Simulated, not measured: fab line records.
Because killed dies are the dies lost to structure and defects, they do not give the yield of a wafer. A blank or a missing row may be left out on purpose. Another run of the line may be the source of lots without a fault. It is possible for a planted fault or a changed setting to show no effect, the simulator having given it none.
8D (eight disciplines) problem report, filled in by code    flow n5Finfet    the parts of the form that need people (team, actions taken, sign-off) are left out

== 1. WHAT WENT WRONG ==
Wafers without a fault read 1499.8 rpm, standard deviation 0.9; spinSpeedRpm at N5_BEOL_M11_COAT_64 reads a mean of 1367.3 rpm on 6 wafers belonging to 2 lots. So: -99 or more standard deviations from the usual mean.
The step: time 60 s, resist thk 30 nm.
First observed at day 17 22:46: wafer L519.1, on lithoTrack-01. Wafers with a number at this step in the record: 12, from 4 lots. The rule behind "out" and "out of limits": a value lying over 4 standard deviations away from the usual mean. Any other wafer with a number is counted as sound.

== 2. WHAT IT IS, AND WHAT IT ISN'T ==
question                     is                      is not
which readings at this step  spinSpeedRpm            -
which lots                   L518, L519              L500, L520
which wafers of those lots   all that have a number  -
read on which tools          lithoTrack-01           lithoTrack-04
when                         from day 17 22:46       up to then (3 sound wafers); but 3 sound wafers of L520 came after

== 3. WHAT RULES OUT EACH SUSPECT ==
Counting: a tool stays on the suspect list if, at a process step up to the reading, it processed all lots that are out and no sound lot following the first of them.
- lithoTrack-01 at N5_BEOL_M11_COAT_64 (time 60 s, resist thk 30 nm): kept. It ran every lot that is out, first L519 (day 17 22:46), and no sound lot after that; its last sound lot up to then is L500 (day 13 02:31). Its own readings are out on those wafers: spinSpeedRpm.
The count leaves lithoTrack-01 at N5_BEOL_M11_COAT_64.

== 4. THE CAUSE (what the simulator had put in) ==
Process parameters drifting: lithoTrack-01 at N5_BEOL_M11_COAT_64, beginning at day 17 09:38. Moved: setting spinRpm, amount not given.
After counting, this tool was the only one left.

== 5. THE CHAIN OF EFFECTS, in route order ==
Each row: a reading whose mean over the struck wafers that have a number lies more than 3 standard deviations from the usual. Scope: only readings with a usual standard deviation given in the record; hours: median across lots of the time from each lot's start at the first step in this table that gives one to its start at this step; sigmas: change in usual standard deviations.
hours  step                 reading       usual       on struck wafers  change  sigmas
0      N5_BEOL_M11_COAT_64  spinSpeedRpm  1499.8 rpm  1367.3            -132.5  -99 or more
Here are the process steps it includes:
- N5_BEOL_M11_COAT_64: time 60 s, resist thk 30 nm.

== 6. HOW IT WOULD HAVE BEEN CAUGHT EARLIER ==
In this record the first reading out of limits was taken at day 17 22:46, 13 hours after the fault began at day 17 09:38.
